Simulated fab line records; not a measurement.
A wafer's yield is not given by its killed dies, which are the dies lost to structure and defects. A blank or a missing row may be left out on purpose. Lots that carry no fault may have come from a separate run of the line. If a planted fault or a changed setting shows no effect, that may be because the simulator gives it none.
fab line records	flow n5-finfet	part 1 of 2: steps 1 to 4 of 6
record lots=24	wafers=72	last-day=19
route steps=1938 shown BEOL_M8@1347 BEOL_M9@1402
lots untouched by any fault: they come from a run of this same line in which no faults occurred
start-h: the number of hours between the record's first day and the start of the first shown wafer of the lot	wait-h: hours from the lot's prior step to this one	" unchanged from the row above	L1.1+2: several wafers, shown together as one row	- no value, or no start given	* or withheld: withheld	< > ~ a bound
route shown NAME@n: names a module that has steps shown in the file, with the first one's number in the route	usual: mean/standard deviation of fault-free wafers	same: alike in all rows	chamber/n: place in a boat	sites: the reading at each site	_std_site: the standard deviation of these	_edge_site: inner sites' mean taken away from outer sites' mean	radius-mm: for every site, how far away it sits from the centre of the wafer	mask NAME#n: copy n	behind: the most recent tool/chamber to have shaped the wafer	hold: reason for holding the lot/hours on hold/outcome of the hold	device: which transistor (n, p or np) failed to switch	end of line: the route-end tests of the same wafers	a step with no rows: only its recipe	killed: count of dies lost to structure and defects at first sort (not the wafer's yield)	map: the dies of a wafer, with x for killed, . for not killed, _ for no die there
set.NAME: the setting the step ran with; set.NAME@STEP: the setting that earlier step ran with	model.NAME: the simulator's own value behind a step, which no gauge read
one table for each step of the route and one row for each wafer, over a sample of lots
services: when a tool's chamber went out of use (start-h, in hours from the record's first day, below 0 if earlier), for how many hours, and the reason
## steps
# step N5_BEOL_M8_INSPECT_13
# recipe mode=adi	inspect-instrument=brightfield
# usual raw-defect-count=418/100
lot.wafer	tool	chamber	start-h	wait-h	raw-defect-count
L076.2	defect-inspect-02	-	235.03	0.0	349
L076.3	"	-	"	"	435
L076.6	"	-	"	"	289
L074.1	defect-inspect-02	-	238.92	0.0	451
L074.3	"	-	"	"	448
L074.5	"	-	"	"	595
L075.1	defect-inspect-01	-	241.52	0.0	452
L075.4	"	-	"	"	434
L075.6	"	-	"	"	532
L077.2	defect-inspect-01	-	246.64	0.0	364
L077.3	"	-	"	"	362
L077.4	"	-	"	"	364
L078.1	defect-inspect-02	-	264.13	0.0	514
L078.3	"	-	"	"	551
L078.6	"	-	"	"	554
L080.1	defect-inspect-02	-	267.55	0.0	312
L080.3	"	-	"	"	363
L080.4	"	-	"	"	368
L079.2	defect-inspect-01	-	267.72	0.0	315
L079.3	"	-	"	"	418
L079.5	"	-	"	"	421
L081.1	defect-inspect-01	-	267.88	0.0	314
L081.4	"	-	"	"	336
L081.6	"	-	"	"	338
L082.1	defect-inspect-01	-	276.57	0.0	462
L082.3	"	-	"	"	521
L082.6	"	-	"	"	384
L083.1	defect-inspect-01	-	292.80	0.0	616
L083.2	"	-	"	"	284
L083.3	"	-	"	"	386
L084.3	defect-inspect-01	-	296.20	0.0	343
L084.4	"	-	"	"	308
L084.6	"	-	"	"	517
L086.1	defect-inspect-02	-	305.76	0.0	512
L086.4	"	-	"	"	557
L086.5	"	-	"	"	523
L087.1	defect-inspect-01	-	307.15	0.0	389
L087.4	"	-	"	"	533
L087.5	"	-	"	"	663
L085.3	defect-inspect-02	-	307.33	0.0	575
L085.5	"	-	"	"	402
L085.6	"	-	"	"	397
L089.2	defect-inspect-02	-	336.51	0.0	391
L089.3	"	-	"	"	419
L089.5	"	-	"	"	478
L091.1	defect-inspect-01	-	336.67	0.0	275
L091.4	"	-	"	"	429
L091.6	"	-	"	"	366
L090.1	defect-inspect-02	-	338.09	0.0	538
L090.3	"	-	"	"	435
L090.6	"	-	"	"	486
L088.3	defect-inspect-01	-	340.62	0.0	377
L088.5	"	-	"	"	616
L088.6	"	-	"	"	379
L092.2	defect-inspect-02	-	343.34	0.0	424
L092.3	"	-	"	"	375
L092.6	"	-	"	"	338
L094.3	defect-inspect-02	-	351.61	0.0	363
L094.5	"	-	"	"	532
L094.6	"	-	"	"	480
L093.1	defect-inspect-01	-	351.91	0.0	214
L093.3	"	-	"	"	277
L093.5	"	-	"	"	304
L095.2	defect-inspect-01	-	366.96	0.0	289
L095.4	"	-	"	"	421
L095.5	"	-	"	"	426
L096.3	defect-inspect-01	-	370.67	0.0	408
L096.4	"	-	"	"	386
L096.5	"	-	"	"	374
L097.1	defect-inspect-01	-	372.46	0.0	326
L097.3	"	-	"	"	243
L097.4	"	-	"	"	313
# step N5_BEOL_M8_STRIP_19
# recipe chemistry=O2	power-w=400	temp-c=40	pressure-mtorr=30	rf-frequency-hz=6e+07	bias-power-w=0	overash-fraction=0.2	o2-flow-sccm=225
# usual drypump-motor-current-A=5.5/0.46	o2-flow-sccm=225.0/0.77	oes-product-au=0.80/0.067	rf-vpp-V=3.6/0.55	showerhead-plenum-p-Torr=2.11/0.077	throttle-valve-pct=16.65/0.19
lot.wafer	tool	chamber	start-h	wait-h	drypump-motor-current-A	o2-flow-sccm	oes-product-au	rf-hours-counter-h	rf-vpp-V	showerhead-plenum-p-Torr	throttle-valve-pct
L076.2	rie-diel-03	2	235.69	0.2	5.6	224.2	0.82	92	2.8	2.04	16.86
L076.3	"	3	"	"	5.7	225.6	0.77	114	3.4	2.01	16.47
L076.6	"	1	"	"	6.3	224.8	0.77	-	3.8	2.08	16.30
L074.1	rie-diel-04	2	239.34	0.1	6.8	223.8	0.66	235	4.4	2.05	17.08
L074.3	"	1	"	"	5.7	225.2	0.72	194	3.3	2.00	16.42
L074.5	"	1	"	"	5.8	224.5	0.73	-	3.9	2.00	16.42
L075.1	rie-diel-06	2	242.04	0.2	5.3	226.3	0.96	4	3.8	2.16	16.55
L075.4	"	1	"	"	5.9	225.1	0.86	59	3.4	2.21	16.49
L075.6	"	0	"	"	5.3	224.8	0.87	-	3.7	2.13	16.54
L077.2	rie-diel-06	2	247.12	0.1	5.4	225.7	0.94	4	3.8	2.16	16.56
L077.3	"	3	"	"	4.9	225.1	0.90	48	4.0	2.22	16.82
L077.4	"	1	"	"	5.9	224.6	0.86	61	3.7	2.21	16.49
L078.1	rie-diel-06	0	265.04	0.1	5.2	225.2	0.85	48	3.7	2.12	16.57
L078.3	"	1	"	"	5.9	225.0	0.85	67	2.9	2.21	16.51
L078.6	"	2	"	"	5.4	225.4	0.92	-	2.4	2.16	16.57
L080.1	rie-diel-04	3	268.10	0.1	5.8	224.7	0.67	219	3.4	2.08	16.62
L080.3	"	1	"	"	5.7	224.4	0.71	204	4.1	1.99	16.45
L080.4	"	2	"	"	6.8	225.9	0.65	246	3.4	2.05	17.09
L079.2	rie-diel-04	3	268.14	0.1	5.8	225.3	0.69	219	3.3	2.08	16.63
L079.3	"	0	"	"	4.9	225.1	0.80	122	3.3	2.03	16.78
L079.5	"	2	"	"	6.8	225.5	0.66	-	3.0	2.05	17.09
L081.1	rie-diel-06	2	268.60	0.1	5.4	224.7	0.91	13	3.9	2.16	16.57
L081.4	"	0	"	"	5.3	223.4	0.85	49	3.8	2.12	16.57
L081.6	"	1	"	"	5.9	224.7	0.85	-	3.3	2.20	16.51
L082.1	rie-diel-03	2	276.99	0.1	5.6	225.1	0.81	107	4.0	2.03	16.87
L082.3	"	3	"	"	5.7	224.5	0.77	128	3.9	2.01	16.50
L082.6	"	1	"	"	6.3	224.8	0.78	-	2.8	2.08	16.29
L083.1	rie-diel-03	1	293.50	0.2	6.2	225.3	0.76	136	4.0	2.08	16.32
L083.2	"	3	"	"	5.7	225.0	0.76	134	4.3	2.01	16.49
L083.3	"	2	"	"	5.6	225.3	0.80	113	4.0	2.03	16.87
L084.3	rie-diel-04	0	296.70	0.1	5.0	223.7	0.78	135	3.4	2.02	16.80
L084.4	"	0	"	"	4.9	225.0	0.78	-	4.3	2.03	16.79
L084.6	"	3	"	"	5.8	224.2	0.67	-	3.9	2.07	16.65
L086.1	rie-diel-03	2	306.35	0.2	5.6	225.6	0.78	117	3.1	2.03	16.89
L086.4	"	3	"	"	5.8	224.7	0.76	138	3.6	2.01	16.52
L086.5	"	0	"	"	5.1	224.6	0.74	-	3.5	2.17	16.75
L087.1	rie-diel-03	1	307.69	0.1	6.3	224.9	0.76	141	3.6	2.08	16.34
L087.4	"	0	"	"	5.2	226.1	0.74	152	5.1	2.17	16.76
L087.5	"	3	"	"	5.7	225.5	0.76	-	4.4	2.01	16.52
L085.3	rie-diel-03	3	307.75	0.1	5.7	224.7	0.76	138	3.5	2.01	16.52
L085.5	"	2	"	"	5.6	225.3	0.78	-	3.8	2.03	16.89
L085.6	"	1	"	"	6.3	225.3	0.76	-	4.2	2.08	16.33
L089.2	rie-diel-06	1	336.94	0.1	5.9	224.8	0.82	89	4.2	2.20	16.56
L089.3	"	3	"	"	5.0	225.2	0.85	79	4.0	2.21	16.87
L089.5	"	3	"	"	5.0	225.5	0.85	-	3.3	2.21	16.87
L091.1	rie-diel-03	2	337.21	0.1	5.6	225.9	0.77	131	3.8	2.03	16.94
L091.4	"	0	"	"	5.1	225.9	0.74	155	3.7	2.17	16.76
L091.6	"	0	"	"	5.2	225.6	0.75	-	3.9	2.17	16.75
L090.1	rie-diel-06	2	338.52	0.1	5.3	224.4	0.87	35	4.0	2.15	16.61
L090.3	"	3	"	"	4.9	225.1	0.85	80	3.8	2.21	16.85
L090.6	"	3	"	"	4.9	224.8	0.85	-	3.3	2.21	16.85
L088.3	rie-diel-06	2	341.75	0.1	5.4	225.2	0.87	37	4.5	2.15	16.61
L088.5	"	0	"	"	5.3	224.1	0.82	-	2.4	2.12	16.61
L088.6	"	3	"	"	5.0	225.2	0.85	-	3.0	2.21	16.87
L092.2	rie-diel-06	2	344.26	0.1	5.4	226.0	0.87	38	3.3	2.15	16.61
L092.3	"	3	"	"	5.0	223.4	0.85	83	3.4	2.21	16.86
L092.6	"	1	"	"	5.9	224.3	0.83	-	3.5	2.20	16.54
L094.3	rie-diel-06	1	352.03	0.1	5.9	225.0	0.82	96	4.6	2.20	16.56
L094.5	"	1	"	"	5.9	224.7	0.82	-	3.6	2.19	16.55
L094.6	"	0	"	"	5.3	224.9	0.82	-	4.3	2.11	16.63
L093.1	rie-diel-06	2	352.46	0.2	5.3	224.1	0.86	41	3.0	2.15	16.63
L093.3	"	3	"	"	5.0	227.1	0.84	86	4.2	2.21	16.85
L093.5	"	2	"	"	5.3	224.4	0.86	-	2.8	2.15	16.61
L095.2	rie-diel-04	2	367.38	0.1	6.8	225.8	0.90	17	3.0	2.04	16.64
L095.4	"	3	"	"	5.8	224.5	0.94	3	3.9	2.06	16.25
L095.5	"	1	"	"	5.7	224.4	0.69	-	3.6	1.98	16.52
L096.3	rie-diel-03	2	371.44	0.3	5.6	225.0	0.76	144	3.7	2.02	16.94
L096.4	"	3	"	"	5.7	223.4	0.74	160	4.0	2.00	16.55
L096.5	"	3	"	"	5.7	224.1	0.73	-	3.3	2.00	16.55
L097.1	rie-diel-06	0	373.05	0.1	5.3	222.1	0.82	81	3.0	2.11	16.62
L097.3	"	1	"	"	5.9	225.7	0.81	104	3.7	2.19	16.58
L097.4	"	2	"	"	5.4	224.7	0.85	49	3.6	2.14	16.64
# step N5_BEOL_M8_ETCH_66
# recipe chemistry=N2/H2	target=SOC	target-depth-a=800	overetch-a=160	mask-material=SiARC	temp-c=40	time-s=120	ion-energy-ev=200	pressure-mtorr=30	source-w=840	bias-w=150	n2-flow-sccm=200	h2-flow-sccm=200
# usual drypump-motor-current-A=5.6/0.47	oes-product-au=0.62/0.048	rf-vpp-V=524.6/2.7	showerhead-plenum-p-Torr=2.56/0.091	throttle-valve-pct=17.74/0.18
lot.wafer	tool	chamber	start-h	wait-h	drypump-motor-current-A	oes-product-au	rf-hours-counter-h	rf-vpp-V	showerhead-plenum-p-Torr	throttle-valve-pct
L076.2	rie-diel-04	1	237.99	0.0	5.7	0.56	194	521.4	2.42	17.50
L076.3	"	0	"	"	4.9	0.61	111	522.0	2.45	17.85
L076.6	"	2	"	"	6.8	0.52	-	523.6	2.51	18.27
L074.1	rie-diel-03	1	240.26	0.0	6.3	0.60	120	525.4	2.54	17.39
L074.3	"	0	"	"	5.2	0.59	129	525.7	2.64	17.77
L074.5	"	1	"	"	6.3	0.60	-	525.3	2.54	17.40
L075.1	rie-diel-03	1	246.10	0.0	6.3	0.59	122	525.3	2.54	17.38
L075.4	"	2	"	"	5.6	0.63	95	521.8	2.45	17.93
L075.6	"	3	"	"	5.7	0.61	-	521.1	2.45	17.68
L077.2	rie-diel-03	2	247.83	0.0	5.7	0.62	95	520.3	2.45	17.93
L077.3	"	0	"	"	5.2	0.59	131	527.1	2.64	17.79
L077.4	"	1	"	"	6.3	0.59	122	525.2	2.54	17.40
L078.1	rie-diel-06	2	266.32	0.0	5.4	0.70	12	525.8	2.58	17.52
L078.3	"	0	"	"	5.3	0.65	48	524.3	2.58	17.80
L078.6	"	0	"	"	5.3	0.66	-	526.2	2.58	17.80
L079.2	rie-diel-06	2	270.76	0.0	5.4	0.70	14	525.2	2.58	17.52
L079.3	"	3	"	"	4.9	0.67	58	527.2	2.67	17.80
L079.5	"	3	"	"	4.9	0.67	-	529.9	2.67	17.78
L080.1	rie-diel-06	1	271.43	0.0	5.9	0.65	69	528.0	2.69	17.72
L080.3	"	0	"	"	5.3	0.66	50	524.6	2.58	17.79
L080.4	"	2	"	"	5.4	0.70	14	526.1	2.58	17.51
L081.1	rie-diel-03	0	271.54	0.0	5.1	0.57	140	526.3	2.63	17.79
L081.4	"	3	"	"	5.7	0.60	-	521.3	2.44	17.72
L081.6	"	2	"	"	5.6	0.62	-	521.2	2.45	17.97
L082.1	rie-diel-04	3	278.47	0.0	5.8	0.53	222	522.9	2.51	17.63
L082.3	"	2	"	"	6.8	0.51	249	521.2	2.50	18.30
L082.6	"	0	"	"	5.0	0.61	-	523.2	2.44	17.88
L083.1	rie-diel-03	1	295.22	0.0	6.3	0.58	136	523.0	2.54	17.42
L083.2	"	3	"	"	5.7	0.58	134	519.2	2.44	17.74
L083.3	"	0	"	"	5.1	0.58	147	526.0	2.63	17.82
L084.3	rie-diel-06	2	298.25	0.0	5.4	0.69	23	525.6	2.57	17.54
L084.4	"	1	"	"	5.9	0.64	78	527.1	2.69	17.73
L084.6	"	3	"	"	5.0	0.66	-	527.0	2.67	17.82
L086.1	rie-diel-04	3	311.38	0.0	5.8	0.52	238	522.3	2.50	17.64
L086.4	"	1	"	"	5.8	0.55	-	520.2	2.41	17.55
L086.5	"	3	"	"	5.8	0.52	-	522.5	2.50	17.66
L085.3	rie-diel-06	0	311.78	0.0	5.3	0.65	63	525.3	2.58	17.83
L085.5	"	1	"	"	5.9	0.64	-	527.6	2.69	17.73
L085.6	"	2	"	"	5.4	0.68	-	525.8	2.57	17.54
L087.1	rie-diel-03	0	311.85	0.0	5.2	0.57	153	527.3	2.63	17.82
L087.4	"	1	"	"	6.3	0.59	142	525.4	2.53	17.44
L087.5	"	0	"	"	5.2	0.57	-	527.5	2.63	17.82
L091.1	rie-diel-03	2	339.81	0.0	5.6	0.59	132	521.7	2.44	18.01
L091.4	"	1	"	"	6.3	0.58	-	525.1	2.53	17.44
L091.6	"	0	"	"	5.2	0.58	-	525.5	2.62	17.82
L089.2	rie-diel-04	0	340.20	0.0	4.9	0.59	152	521.0	2.43	17.95
L089.3	"	1	"	"	5.7	0.55	234	519.2	2.40	17.56
L089.5	"	2	"	"	6.8	0.72	-	523.2	2.50	17.87
L090.1	rie-diel-06	3	340.30	0.0	5.0	0.65	81	528.0	2.66	17.83
L090.3	"	1	"	"	5.9	0.64	91	527.6	2.68	17.75
L090.6	"	2	"	"	5.3	0.67	-	524.6	2.57	17.55
L088.3	rie-diel-06	0	342.50	0.0	5.3	0.64	72	524.4	2.57	17.83
L088.5	"	3	"	"	5.0	0.65	-	527.4	2.66	17.83
L088.6	"	0	"	"	5.3	0.64	-	525.0	2.57	17.85
L092.2	rie-diel-06	0	345.31	0.0	5.3	0.64	73	526.2	2.57	17.85
L092.3	"	2	"	"	5.4	0.66	38	524.8	2.57	17.56
L092.6	"	0	"	"	5.3	0.64	-	523.4	2.57	17.84
L094.3	rie-diel-06	0	355.32	0.0	5.3	0.63	76	524.5	2.57	17.86
L094.5	"	2	"	"	5.4	0.66	-	525.6	2.56	17.57
L094.6	"	3	"	"	5.0	0.64	-	528.4	2.66	17.84
L093.1	rie-diel-06	3	355.72	0.0	5.0	0.64	86	528.0	2.66	17.85
L093.3	"	1	"	"	5.9	0.63	97	527.8	2.68	17.76
L093.5	"	1	"	"	5.9	0.63	-	526.4	2.68	17.75
L095.2	rie-diel-04	1	367.98	0.0	5.7	0.54	243	520.8	2.40	17.58
L095.4	"	2	"	"	6.8	0.71	18	523.6	2.49	17.89
L095.5	"	3	"	"	5.8	0.72	-	522.1	2.49	17.26
L096.3	rie-diel-03	1	372.15	0.0	6.2	0.56	163	523.1	2.52	17.49
L096.4	"	2	"	"	5.6	0.59	145	521.9	2.43	18.01
L096.5	"	1	"	"	6.3	0.57	-	524.1	2.52	17.47
L097.1	rie-diel-06	3	374.51	0.0	5.0	0.64	93	528.1	2.66	17.87
L097.3	"	1	"	"	5.9	0.62	104	528.4	2.68	17.77
L097.4	"	2	"	"	5.4	0.66	50	524.2	2.56	17.57
# step N5_BEOL_M8_ALD_77
# recipe material=TaN	target-thk-a=20	temp-c=275	ald-precursor-family=PDMAT	ald-co-reactant=NH3	pressure-torr=3	carrier-flow-sccm=1500	pulse-time-s=2	purge-time-s=3	co-reactant-purge-time-s=2	co-reactant-pulse-time-s=3	ald-cycles=40	precursor-vessel-temp-c=75	precursor-vessel-pressure-torr=26.25	precursor-vessel-carrier-sccm=1000
# usual heater-power-w=367/43
lot.wafer	tool	chamber	start-h	wait-h	heater-power-w	since-wet-clean-h
L076.2	ald-metal-04	2	239.01	0.0	361	2979
L076.3	"	3	"	"	379	2979
L076.6	"	1	"	"	374	-
L074.1	ald-metal-02	0	241.57	0.3	358	1443
L074.3	"	0	"	"	362	-
L074.5	"	0	"	"	357	-
L075.1	ald-metal-02	1	247.54	0.1	304	1449
L075.4	"	3	"	"	448	1449
L075.6	"	1	"	"	301	-
L077.2	ald-metal-04	2	249.08	0.0	372	2989
L077.3	"	1	"	"	359	2989
L077.4	"	3	"	"	357	2989
L078.1	ald-metal-02	3	267.45	0.0	432	1469
L078.3	"	1	"	"	300	1469
L078.6	"	1	"	"	297	-
L079.2	ald-metal-04	0	272.43	0.1	382	3012
L079.3	"	3	"	"	367	3012
L079.5	"	0	"	"	378	-
L080.1	ald-metal-02	3	272.65	0.1	433	1474
L080.3	"	1	"	"	303	1474
L080.4	"	2	"	"	330	1474
L081.1	ald-metal-01	2	273.12	0.0	396	6090
L081.4	"	3	"	"	361	6090
L081.6	"	0	"	"	448	-
L082.1	ald-metal-02	1	279.63	0.1	302	1481
L082.3	"	0	"	"	369	1481
L082.6	"	3	"	"	433	-
L083.1	ald-metal-01	1	296.68	0.1	508	6113
L083.2	"	0	"	"	433	6113
L083.3	"	3	"	"	361	6113
L084.3	ald-metal-02	2	299.55	0.0	331	1501
L084.4	"	0	"	"	362	1501
L084.6	"	3	"	"	441	-
L086.1	ald-metal-02	0	312.79	0.0	368	1514
L086.4	"	3	"	"	450	1514
L086.5	"	2	"	"	330	-
L085.3	ald-metal-04	3	312.95	0.0	370	3053
L085.5	"	1	"	"	374	-
L085.6	"	2	"	"	366	-
L087.1	ald-metal-04	2	313.72	0.0	368	3054
L087.4	"	3	"	"	369	3054
L087.5	"	1	"	"	378	-
L091.1	ald-metal-02	0	340.79	0.0	373	1542
L091.4	"	1	"	"	298	1542
L091.6	"	3	"	"	438	-
L089.2	ald-metal-02	1	341.23	0.1	299	1543
L089.3	"	0	"	"	352	1543
L089.5	"	2	"	"	331	-
L090.1	ald-metal-04	1	341.29	0.0	373	3081
L090.3	"	3	"	"	375	3081
L090.6	"	2	"	"	351	-
L088.3	ald-metal-02	1	344.20	0.3	306	1546
L088.5	"	2	"	"	335	-
L088.6	"	3	"	"	434	-
L092.2	ald-metal-02	0	346.45	0.1	360	1548
L092.3	"	3	"	"	441	1548
L092.6	"	3	"	"	439	-
L094.3	ald-metal-01	2	356.51	0.0	367	5
L094.5	"	3	"	"	341	-
L094.6	"	2	"	"	378	-
L093.1	ald-metal-02	3	357.13	0.0	449	1558
L093.3	"	1	"	"	301	1558
L093.5	"	2	"	"	335	-
L095.2	ald-metal-02	3	369.99	0.0	426	1571
L095.4	"	2	"	"	320	1571
L095.5	"	2	"	"	338	-
L096.3	ald-metal-04	3	374.60	0.0	370	3114
L096.4	"	1	"	"	373	3114
L096.5	"	2	"	"	359	-
L097.1	ald-metal-04	1	375.65	0.1	375	3115
L097.3	"	3	"	"	365	3115
L097.4	"	2	"	"	366	3115
